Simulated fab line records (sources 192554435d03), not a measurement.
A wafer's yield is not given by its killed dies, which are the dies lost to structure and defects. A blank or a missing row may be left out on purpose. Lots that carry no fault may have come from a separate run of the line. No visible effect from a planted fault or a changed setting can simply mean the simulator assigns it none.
fab line records ; flow n5Finfet
[record] lots = 7; wafers = 39
route steps=1938 shown BEOL_M15@1773 MIM_BOT@1833 PASSIVATION@1930
startH: hours from the record's first day to the start of the lot's first wafer shown ; waitH: how many hours have passed since the lot's step before this one ; " as in the row above ; L1.1+2: several wafers, shown together as one row ; - no value present, or no start provided ; * or withheld: withheld ; < > ~ a bound
route shown NAME@n: names a module that has steps shown in the file, with the first one's number in the route ; usual: mean/standard deviation taken from wafers without a fault ; same: alike in all rows ; chamber/n: place in a boat ; sites: per-site readings ; _std_site: their standard deviation ; _edge_site: outer sites' mean less inner sites' ; radiusMm: for every site, how far away it sits from the centre of the wafer ; mask NAME#n: copy n ; behind: the most recent tool/chamber to have shaped the wafer ; hold: reason for holding the lot/hours on hold/outcome of the hold ; device: the transistor (n, p or np) that didn't switch ; end of line: tests of these same wafers at the route's end ; a step given without rows: its recipe and nothing more ; killed: dies that structure and defects cost at the first sort, which is not the same as the wafer's yield ; map: the dies of a wafer, with x for killed, . for not killed, _ for no die there
set.NAME: the setting that was run; set.NAME@STEP: the one run at that earlier step ; model.NAME: the simulator's own value behind a step, which no gauge read
lots run with intentionally changed settings; tables by step, rows by wafer
[[steps]]
[step N5_BEOL_M15_ILD_DEP_00]
[recipe] material = SiO2; targetThkA = 16293; tempC = 400; precursor = TEOS/O2; pressureTorr = 6.5; rfW = 900; teosFlowSccm = 161.4; gas = O2; flowSccm = 2650; timeS = 346.1
lot.wafer;tool;chamber;startH;waitH;set.timeS;model.SiO2_of_BEOL_M15_ILD_DEP_00.thkNm
L074.1;pecvd-04;2;290.66;0.0;346.1;1640
L074.2;pecvd-04;0;290.66;0.0;346.1;1625
L074.3;pecvd-04;1;290.66;0.0;521.9;2457
L074.4;pecvd-04;0;290.66;0.0;521.9;2489
L074.5;pecvd-04;1;290.66;0.0;521.9;2484
L074.6;pecvd-04;2;290.66;0.0;346.1;1669
L082.1;pecvd-02;1;309.22;0.0;538.6;2521
L082.2;pecvd-02;2;309.22;0.0;346.1;1603
L082.3;pecvd-02;0;309.22;0.0;538.6;2531
L082.4;pecvd-02;2;309.22;0.0;346.1;1637
L082.5;pecvd-02;1;309.22;0.0;538.6;2558
L082.6;pecvd-02;0;309.22;0.0;346.1;1666
L081.2;pecvd-04;1;313.00;0.0;346.1;1636
L081.4;pecvd-04;1;313.00;0.0;346.1;1658
L081.5;pecvd-04;1;313.00;0.0;346.1;1660
L078.1;pecvd-02;1;328.27;0.0;346.1;1626
L078.2;pecvd-02;2;328.27;0.0;346.1;1631
L078.3;pecvd-02;0;328.27;0.0;346.1;1636
L078.4;pecvd-02;2;328.27;0.0;497.8;2358
L078.5;pecvd-02;0;328.27;0.0;497.8;2368
L078.6;pecvd-02;1;328.27;0.0;497.8;2361
L084.1;pecvd-02;2;336.32;0.0;500.3;2310
L084.2;pecvd-02;1;336.32;0.0;500.3;2334
L084.3;pecvd-02;0;336.32;0.0;346.1;1609
L084.4;pecvd-02;1;336.32;0.0;346.1;1647
L084.5;pecvd-02;0;336.32;0.0;346.1;1641
L084.6;pecvd-02;2;336.32;0.0;500.3;2367
L091.1;pecvd-01;1;384.72;0.0;346.1;1611
L091.2;pecvd-01;0;384.72;0.0;346.1;1635
L091.3;pecvd-01;2;384.72;0.0;346.1;1614
L091.4;pecvd-01;2;384.72;0.0;346.1;1663
L091.5;pecvd-01;0;384.72;0.0;346.1;1666
L091.6;pecvd-01;1;384.72;0.0;346.1;1634
L093.1;pecvd-01;0;387.79;0.0;193.9;899.8
L093.2;pecvd-01;2;387.79;0.0;346.1;1607
L093.3;pecvd-01;1;387.79;0.0;193.9;888.6
L093.4;pecvd-01;0;387.79;0.0;346.1;1660
L093.5;pecvd-01;1;387.79;0.0;346.1;1624
L093.6;pecvd-01;2;387.79;0.0;193.9;915.4
[step N5_BEOL_M15_THK_MEAS_01]
[recipe] reads = SiO2_of_BEOL_M15_ILD_DEP_00
[usual] M15_ILD_THK = 1635/23
lot.wafer;tool;chamber;startH;waitH;set.timeS@BEOL_M15_ILD_DEP_00;M15_ILD_THK[nm]
L074.1;filmMetro-01;-;290.91;0.1;346.1;1641
L074.2;filmMetro-01;-;290.91;0.1;346.1;1624
L074.3;filmMetro-01;-;290.91;0.1;521.9;2457
L074.4;filmMetro-01;-;290.91;0.1;521.9;2490
L074.5;filmMetro-01;-;290.91;0.1;521.9;2485
L074.6;filmMetro-01;-;290.91;0.1;346.1;1670
L082.1;filmMetro-01;-;309.47;0.1;538.6;2521
L082.2;filmMetro-01;-;309.47;0.1;346.1;1604
L082.3;filmMetro-01;-;309.47;0.1;538.6;2532
L082.4;filmMetro-01;-;309.47;0.1;346.1;1637
L082.5;filmMetro-01;-;309.47;0.1;538.6;2557
L082.6;filmMetro-01;-;309.47;0.1;346.1;1666
L081.2;filmMetro-02;-;313.36;0.3;346.1;1636
L081.4;filmMetro-02;-;313.36;0.3;346.1;1658
L081.5;filmMetro-02;-;313.36;0.3;346.1;1659
L078.1;filmMetro-02;-;328.52;0.1;346.1;1626
L078.2;filmMetro-02;-;328.52;0.1;346.1;1631
L078.3;filmMetro-02;-;328.52;0.1;346.1;1638
L078.4;filmMetro-02;-;328.52;0.1;497.8;2357
L078.5;filmMetro-02;-;328.52;0.1;497.8;2369
L078.6;filmMetro-02;-;328.52;0.1;497.8;2359
L084.1;filmMetro-02;-;336.57;0.1;500.3;2311
L084.2;filmMetro-02;-;336.57;0.1;500.3;2334
L084.3;filmMetro-02;-;336.57;0.1;346.1;1608
L084.4;filmMetro-02;-;336.57;0.1;346.1;1647
L084.5;filmMetro-02;-;336.57;0.1;346.1;1639
L084.6;filmMetro-02;-;336.57;0.1;500.3;2367
L091.1;filmMetro-01;-;384.97;0.1;346.1;1611
L091.2;filmMetro-01;-;384.97;0.1;346.1;1635
L091.3;filmMetro-01;-;384.97;0.1;346.1;1613
L091.4;filmMetro-01;-;384.97;0.1;346.1;1662
L091.5;filmMetro-01;-;384.97;0.1;346.1;1665
L091.6;filmMetro-01;-;384.97;0.1;346.1;1633
L093.1;filmMetro-01;-;388.04;0.1;193.9;900
L093.2;filmMetro-01;-;388.04;0.1;346.1;1607
L093.3;filmMetro-01;-;388.04;0.1;193.9;889
L093.4;filmMetro-01;-;388.04;0.1;346.1;1660
L093.5;filmMetro-01;-;388.04;0.1;346.1;1625
L093.6;filmMetro-01;-;388.04;0.1;193.9;915
[step N5_BEOL_M15_COAT_58]
[recipe] resist = BARC; tempC = 205; timeS = 60; spinRpm = 1500; resistThkNm = 89
[step N5_BEOL_M15_COAT_04]
[recipe] spinRpm = 1704; resistThkNm = 800
[step N5_BEOL_M15_DESCUM_15]
[recipe] chemistry = O2; timeS = 7.9; sourcePowerW = 50; biasPowerW = 20; pressureMtorr = 20; rfFrequencyHz = 2.712e+07; tempC = 40; o2FlowSccm = 225
[step N5_BEOL_M15_ETCH_59]
[recipe] chemistry = N2/H2; target = BARC; targetDepthA = 890; overetchA = 267; timeS = 67.9; ionEnergyEv = 200; pressureMtorr = 30; sourceW = 840; biasW = 150; n2FlowSccm = 200; h2FlowSccm = 200
[step N5_BEOL_M15_VIA_ETCH_16]
[recipe] chemistry = C4F8/O2/Ar; target = SiO2; heInnerTorr = 15; heOuterTorr = 30; targetDepthA = 17922; timeS = withheld; ionEnergyEv = 800; pressureMtorr = 20; sourceW = 1905; biasW = 2040; Ar_flow_sccm = 400; C4F8_flow_sccm = 16; O2_flow_sccm = 12; ends = cleared
lot.wafer;tool;chamber;startH;waitH;set.timeS@BEOL_M15_ILD_DEP_00;model.etch.depthNm;model.coat_of_BEOL_M15_COAT_04.thkNm
L074.1;rieDiel-05;2;291.52;0.0;*;1640;335.4
L074.2;rieDiel-05;0;291.52;0.0;*;1625;345.8
L074.3;rieDiel-05;3;291.52;0.0;*;2457;142.6
L074.4;rieDiel-05;1;291.52;0.0;*;2489;130.8
L074.5;rieDiel-05;1;291.52;0.0;*;2484;129.8
L074.6;rieDiel-05;0;291.52;0.0;*;1669;335.8
L082.1;rieDiel-02;2;310.08;0.0;*;2521;125.4
L082.2;rieDiel-02;3;310.08;0.0;*;1603;345.8
L082.3;rieDiel-02;0;310.08;0.0;*;2531;123.8
L082.4;rieDiel-02;0;310.08;0.0;*;1637;333.6
L082.5;rieDiel-02;3;310.08;0.0;*;2558;123
L082.6;rieDiel-02;2;310.08;0.0;*;1666;327
L081.2;rieDiel-02;0;313.84;0.0;*;1636;337.6
L081.4;rieDiel-02;0;313.84;0.0;*;1658;329.6
L081.5;rieDiel-02;2;313.84;0.0;*;1660;328.8
L078.1;rieDiel-04;0;329.24;0.0;*;1626;338.2
L078.2;rieDiel-04;1;329.24;0.0;*;1631;337.2
L078.3;rieDiel-04;2;329.24;0.0;*;1636;333.4
L078.4;rieDiel-04;3;329.24;0.0;*;2358;152
L078.5;rieDiel-04;2;329.24;0.0;*;2368;158.2
L078.6;rieDiel-04;3;329.24;0.0;*;2361;152.2
L084.1;rieDiel-04;3;337.17;0.0;*;2310;166
L084.2;rieDiel-04;0;337.17;0.0;*;2334;178.6
L084.3;rieDiel-04;2;337.17;0.0;*;1609;343.4
L084.4;rieDiel-04;1;337.17;0.0;*;1647;338.8
L084.5;rieDiel-04;3;337.17;0.0;*;1641;324.8
L084.6;rieDiel-04;0;337.17;0.0;*;2367;168
L091.1;rieDiel-04;2;385.50;0.0;*;1611;341.4
L091.2;rieDiel-04;1;385.50;0.0;*;1635;338.2
L091.3;rieDiel-04;0;385.50;0.0;*;1614;342
L091.4;rieDiel-04;3;385.50;0.0;*;1663;313.2
L091.5;rieDiel-04;3;385.50;0.0;*;1666;317
L091.6;rieDiel-04;0;385.50;0.0;*;1634;338.8
L093.1;rieDiel-05;2;388.52;0.0;*;899.9;506
L093.2;rieDiel-05;1;388.52;0.0;*;1607;337
L093.3;rieDiel-05;0;388.52;0.0;*;888.7;517
L093.4;rieDiel-05;3;388.52;0.0;*;1660;326.2
L093.5;rieDiel-05;3;388.52;0.0;*;1624;337.6
L093.6;rieDiel-05;0;388.52;0.0;*;915.3;509.2
[step N5_BEOL_M15_STRIP_63]
[recipe] chemistry = O2; powerW = 600; tempC = 60; pressureMtorr = 30; rfFrequencyHz = 6e+07; biasPowerW = 0; overashFraction = 0.3; o2FlowSccm = 225
[step N5_BEOL_M15_STRIP_64]
[recipe] chemistry = O2; powerW = 600; tempC = 60; pressureMtorr = 30; rfFrequencyHz = 6e+07; biasPowerW = 0; overashFraction = 0.3; o2FlowSccm = 225
[step N5_BEOL_M15_STRIP_65]
[recipe] chemistry = postEtchResidueRemover; timeS = 60; tempC = 25; removerPh = withheld; removerWaterWtPct = withheld; removerFluorideWtPct = withheld
[step N5_BEOL_M15_SRD_66]
[recipe] timeS = 30; tempC = 23; rinseLiquid = diw; dry = n2Spin; spinRpm = 1500; dryTimeS = 30
[step N5_BEOL_M15_CD_MEAS_17]
[recipe] targetCdNm = 360; polarity = opening
[usual] cdNm = 360.4/1.9
lot.wafer;tool;chamber;startH;waitH;set.timeS@BEOL_M15_ILD_DEP_00;cdNm
L074.1;cdSem-01;-;291.93;0.0;346.1;362.9
L074.2;cdSem-01;-;291.93;0.0;346.1;359.7
L074.3;cdSem-01;-;291.93;0.0;521.9;369.6
L074.4;cdSem-01;-;291.93;0.0;521.9;366.0
L074.5;cdSem-01;-;291.93;0.0;521.9;372.2
L074.6;cdSem-01;-;291.93;0.0;346.1;358.9
L082.1;cdSem-02;-;310.49;0.0;538.6;-
L082.2;cdSem-02;-;310.49;0.0;346.1;356.6
L082.3;cdSem-02;-;310.49;0.0;538.6;367.1
L082.4;cdSem-02;-;310.49;0.0;346.1;360.1
L082.5;cdSem-02;-;310.49;0.0;538.6;-
L082.6;cdSem-02;-;310.49;0.0;346.1;-
L081.2;cdSem-02;-;314.25;0.0;346.1;360.5
L081.4;cdSem-02;-;314.25;0.0;346.1;360.3
L081.5;cdSem-02;-;314.25;0.0;346.1;357.1
L078.1;cdSem-02;-;329.65;0.0;346.1;360.8
L078.2;cdSem-02;-;329.65;0.0;346.1;360.6
L078.3;cdSem-02;-;329.65;0.0;346.1;361.4
L078.4;cdSem-02;-;329.65;0.0;497.8;368.9
L078.5;cdSem-02;-;329.65;0.0;497.8;372.8
L078.6;cdSem-02;-;329.65;0.0;497.8;369.2
L084.1;cdSem-03;-;337.58;0.0;500.3;367.4
L084.2;cdSem-03;-;337.58;0.0;500.3;366.8
L084.3;cdSem-03;-;337.58;0.0;346.1;359.8
L084.4;cdSem-03;-;337.58;0.0;346.1;361.5
L084.5;cdSem-03;-;337.58;0.0;346.1;358.1
L084.6;cdSem-03;-;337.58;0.0;500.3;366.7
L091.1;cdSem-02;-;385.91;0.0;346.1;362.6
L091.2;cdSem-02;-;385.91;0.0;346.1;358.9
L091.3;cdSem-02;-;385.91;0.0;346.1;362.5
L091.4;cdSem-02;-;385.91;0.0;346.1;359.8
L091.5;cdSem-02;-;385.91;0.0;346.1;361.6
L091.6;cdSem-02;-;385.91;0.0;346.1;360.6
L093.1;cdSem-01;-;388.93;0.0;193.9;354.5
L093.2;cdSem-01;-;388.93;0.0;346.1;-
L093.3;cdSem-01;-;388.93;0.0;193.9;351.8
L093.4;cdSem-01;-;388.93;0.0;346.1;-
L093.5;cdSem-01;-;388.93;0.0;346.1;363.0
L093.6;cdSem-01;-;388.93;0.0;193.9;-
[step N5_MIM_BOT_SPUTTER_00]
[recipe] material = TiN; targetThkA = 350; tempC = 200; powerW = 3000; chamberPressurePa = 0.49996; gas = Ar; reactivePartialPa = 0.37997; timeS = 89.7
lot.wafer;tool;chamber;startH;waitH;set.timeS;model.TiN_of_MIM_BOT_SPUTTER_00.thkNm
L074.1+6;pvdSputter-01;-;304.18;0.0;89.7;35
L074.2;pvdSputter-01;-;304.18;0.0;63.04;24.2
L074.3+5;pvdSputter-01;-;304.18;0.0;63.04;24.6
L074.4;pvdSputter-01;-;304.18;0.0;89.7;34.8
L082.1;pvdSputter-02;-;318.85;0.0;123.2;48.4
L082.2;pvdSputter-02;-;318.85;0.0;123.2;48.2
L082.3;pvdSputter-02;-;318.85;0.0;123.2;48.6
L082.4;pvdSputter-02;-;318.85;0.0;89.7;34.8
L082.5;pvdSputter-02;-;318.85;0.0;89.7;35.4
L082.6;pvdSputter-02;-;318.85;0.0;89.7;35.2
L081.2;pvdSputter-02;-;322.75;0.0;89.7;35.2
L081.4;pvdSputter-02;-;322.75;0.0;89.7;35.4
L081.5;pvdSputter-02;-;322.75;0.0;89.7;35.8
L078.1+6;pvdSputter-02;-;343.41;0.0;89.7;35.2
L078.2+3;pvdSputter-02;-;343.41;0.0;89.7;35
L078.4+5;pvdSputter-02;-;343.41;0.0;89.7;34.8
L084.1;pvdSputter-03;-;343.58;0.0;89.7;35.2
L084.2;pvdSputter-03;-;343.58;0.0;89.7;34.6
L084.3+4;pvdSputter-03;-;343.58;0.0;89.7;35
L084.5;pvdSputter-03;-;343.58;0.0;89.7;34.8
L084.6;pvdSputter-03;-;343.58;0.0;89.7;35.4
L091.1+2+3+6;pvdSputter-02;-;395.66;0.0;89.7;36
L091.4;pvdSputter-02;-;395.66;0.0;89.7;35.8
L091.5;pvdSputter-02;-;395.66;0.0;89.7;35.6
L093.1+2+3;pvdSputter-02;-;398.92;0.0;89.7;34.8
L093.4+5+6;pvdSputter-02;-;398.92;0.0;89.7;35
[step N5_PASSIVATION_ETCH_54]
[recipe] chemistry = CHF3/O2; target = SiO2; targetDepthA = 8800; CHF3_flow_sccm = 50; O2_flow_sccm = 5; Ar_flow_sccm = 200; timeS = 440; maskMaterial = PR; pressureMtorr = 30; sourceW = 650; biasW = 170; ionEnergyEv = 200
lot.wafer;tool;chamber;startH;waitH;set.targetDepthA;model.PASSIVATION.featureDepthNm;model.etch.depthNm
L074.1;rieDiel-03;1;312.30;0.1;12940;1291;1291
L074.2;rieDiel-03;3;312.30;0.1;12940;1270;1270
L074.3;rieDiel-03;2;312.30;0.1;8800;867.8;867.8
L074.4;rieDiel-03;0;312.30;0.1;12940;1274;1274
L074.5;rieDiel-03;0;312.30;0.1;8800;870.2;870.2
L074.6;rieDiel-03;1;312.30;0.1;8800;888.8;888.8
L082.1;rieDiel-06;3;328.68;0.1;8800;895.8;895.8
L082.2;rieDiel-06;1;328.68;0.1;8800;891.2;891.3
L082.3;rieDiel-06;2;328.68;0.1;8800;900.6;900.5
L082.4;rieDiel-06;0;328.68;0.1;8800;879.2;879.2
L082.5;rieDiel-06;3;328.68;0.1;8800;888.6;888.5
L082.6;rieDiel-06;0;328.68;0.1;8800;879.4;879.4
L081.2;rieDiel-03;2;330.70;0.1;8800;876;876
L081.4;rieDiel-03;1;330.70;0.1;8800;890;890.1
L081.5;rieDiel-03;1;330.70;0.1;8800;883.8;883.7
L078.1;rieDiel-06;1;351.00;0.1;8800;889.2;889.3
L078.2;rieDiel-06;2;351.00;0.1;5346;548.2;548.2
L078.3;rieDiel-06;3;351.00;0.1;5346;544.6;544.5
L078.4;rieDiel-06;0;351.00;0.1;5346;535.8;535.9
L078.5;rieDiel-06;1;351.00;0.1;8800;894.4;894.4
L078.6;rieDiel-06;0;351.00;0.1;8800;885;884.9
L084.1;rieDiel-01;2;353.09;0.1;8800;855.4;855.4
L084.2;rieDiel-01;0;353.09;0.1;8800;895.8;895.8
L084.3;rieDiel-01;1;353.09;0.1;8800;865.2;865.2
L084.4;rieDiel-01;3;353.09;0.1;8800;876.6;876.5
L084.5;rieDiel-01;1;353.09;0.1;8800;858.6;858.6
L084.6;rieDiel-01;2;353.09;0.1;8800;857.6;857.5
L091.1;rieDiel-06;1;407.45;0.1;8800;890;890.1
L091.2;rieDiel-06;2;407.45;0.1;4233;433.4;433.4
L091.3;rieDiel-06;3;407.45;0.1;4233;428.8;428.7
L091.4;rieDiel-06;0;407.45;0.1;4233;424;424.1
L091.5;rieDiel-06;3;407.45;0.1;8800;904.4;904.4
L091.6;rieDiel-06;0;407.45;0.1;8800;878.2;878.3
L093.1;rieDiel-06;1;412.09;0.1;12760;1293;1293
L093.2;rieDiel-06;0;412.09;0.1;8800;882;881.9
L093.3;rieDiel-06;3;412.09;0.1;8800;898.6;898.5
L093.4;rieDiel-06;2;412.09;0.1;12760;1305;1305
L093.5;rieDiel-06;3;412.09;0.1;8800;900.8;900.8
L093.6;rieDiel-06;0;412.09;0.1;12760;1277;1277
[[key]]
[split] step = N5_BEOL_M15_ILD_DEP_00; setting = timeS; stated = 346.1; by = wafer
[response] step = N5_BEOL_M15_ILD_DEP_00; reading = model.SiO2_of_BEOL_M15_ILD_DEP_00.thkNm; change = +16.3; per = 1%; r = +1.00
[response] step = N5_BEOL_M15_THK_MEAS_01; reading = M15_ILD_THK; change = +16.3; per = 1%; r = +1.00
[response] step = N5_BEOL_M15_VIA_ETCH_16; reading = model.etch.depthNm; change = +16.3; per = 1%; r = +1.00
[response] step = N5_BEOL_M15_VIA_ETCH_16; reading = model.coat_of_BEOL_M15_COAT_04.thkNm; change = -3.93; per = 1%; r = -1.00
[response] step = N5_BEOL_M15_CD_MEAS_17; reading = cdNm; change = +0.181; per = 1%; r = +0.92
[split] step = N5_MIM_BOT_SPUTTER_00; setting = timeS; stated = 89.7; by = wafer
[response] step = N5_MIM_BOT_SPUTTER_00; reading = model.TiN_of_MIM_BOT_SPUTTER_00.thkNm; change = +0.354; per = 1%; r = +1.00
[split] step = N5_PASSIVATION_ETCH_54; setting = targetDepthA; stated = 8800; by = wafer
[response] step = N5_PASSIVATION_ETCH_54; reading = model.PASSIVATION.featureDepthNm; change = +8.79; per = 1%; r = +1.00
[response] step = N5_PASSIVATION_ETCH_54; reading = model.etch.depthNm; change = +8.79; per = 1%; r = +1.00
